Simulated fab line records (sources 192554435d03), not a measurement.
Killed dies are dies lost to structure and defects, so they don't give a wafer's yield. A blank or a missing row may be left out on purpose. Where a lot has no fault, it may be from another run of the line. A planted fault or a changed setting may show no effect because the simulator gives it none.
Matching of chambers / flow n5-finfet / ald-metal-01 running N5_HKMG_FIN_ALD_91: 4 sister chambers
The step deposits TiN, target thk 1 nm, pulse time 1 s, purge time 3 s. 8 wafers are shown with their chamber, then 9 later ones without.

## WAFERS PAIRED WITH THEIR CHAMBERS
wafer=L081.2; chamber=2; heater-power-w (W)=1005; precursor-pulse-height-rel=1.059
wafer=L082.1; chamber=3; heater-power-w (W)=927; precursor-pulse-height-rel=0.998
wafer=L083.1; chamber=2; heater-power-w (W)=1013; precursor-pulse-height-rel=1.011
wafer=L083.3; chamber=1; heater-power-w (W)=816; precursor-pulse-height-rel=0.986
wafer=L083.4; chamber=0; heater-power-w (W)=778; precursor-pulse-height-rel=0.976
wafer=L089.1; chamber=1; heater-power-w (W)=846; precursor-pulse-height-rel=0.992
wafer=L089.3; chamber=0; heater-power-w (W)=791; precursor-pulse-height-rel=0.996
wafer=L089.5; chamber=3; heater-power-w (W)=927; precursor-pulse-height-rel=0.990

## WAFERS WHOSE CHAMBER IS MISSING
wafer=L091.1; heater-power-w (W)=804; precursor-pulse-height-rel=0.982
wafer=L091.5; heater-power-w (W)=787; precursor-pulse-height-rel=1.005
wafer=L091.6; heater-power-w (W)=816; precursor-pulse-height-rel=0.992
wafer=L092.4; heater-power-w (W)=887; precursor-pulse-height-rel=1.014
wafer=L092.5; heater-power-w (W)=1008; precursor-pulse-height-rel=0.985
wafer=L092.6; heater-power-w (W)=806; precursor-pulse-height-rel=0.969
wafer=L095.1; heater-power-w (W)=914; precursor-pulse-height-rel=0.981
wafer=L095.4; heater-power-w (W)=781; precursor-pulse-height-rel=0.993
wafer=L095.5; heater-power-w (W)=1003; precursor-pulse-height-rel=1.025

## CHAMBER TAKEN BY EACH
wafer=L091.1; from the rows above=can't be placed: 0 or 1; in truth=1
wafer=L091.5; from the rows above=0; in truth=0
wafer=L091.6; from the rows above=can't be placed: 1 or 0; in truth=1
wafer=L092.4; from the rows above=can't be placed: 3 or 1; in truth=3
wafer=L092.5; from the rows above=2; in truth=2
wafer=L092.6; from the rows above=can't be placed: 0 or 1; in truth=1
wafer=L095.1; from the rows above=3; in truth=3
wafer=L095.4; from the rows above=0; in truth=0
wafer=L095.5; from the rows above=2; in truth=2
5 of 9 placed correctly. These rows do not allow placing 4 (true chamber among the candidates in 4). Number placed wrongly: 0.
How it was worked out, from the rows above alone: a wafer's distance from a chamber is the root of the sum, over the readings, of the square of ((its reading less the chamber's mean) divided by the reading's scatter). If the next closest chamber is less than 2 further off than the closest, the wafer can't be placed; otherwise it belongs to the closest. For every chamber, the mean is computed from those of its wafers that are shown. The scatter is the square root of a quotient: the sum, over the shown wafers, of each reading's squared deviation from its chamber's mean, divided by wafers minus chambers.
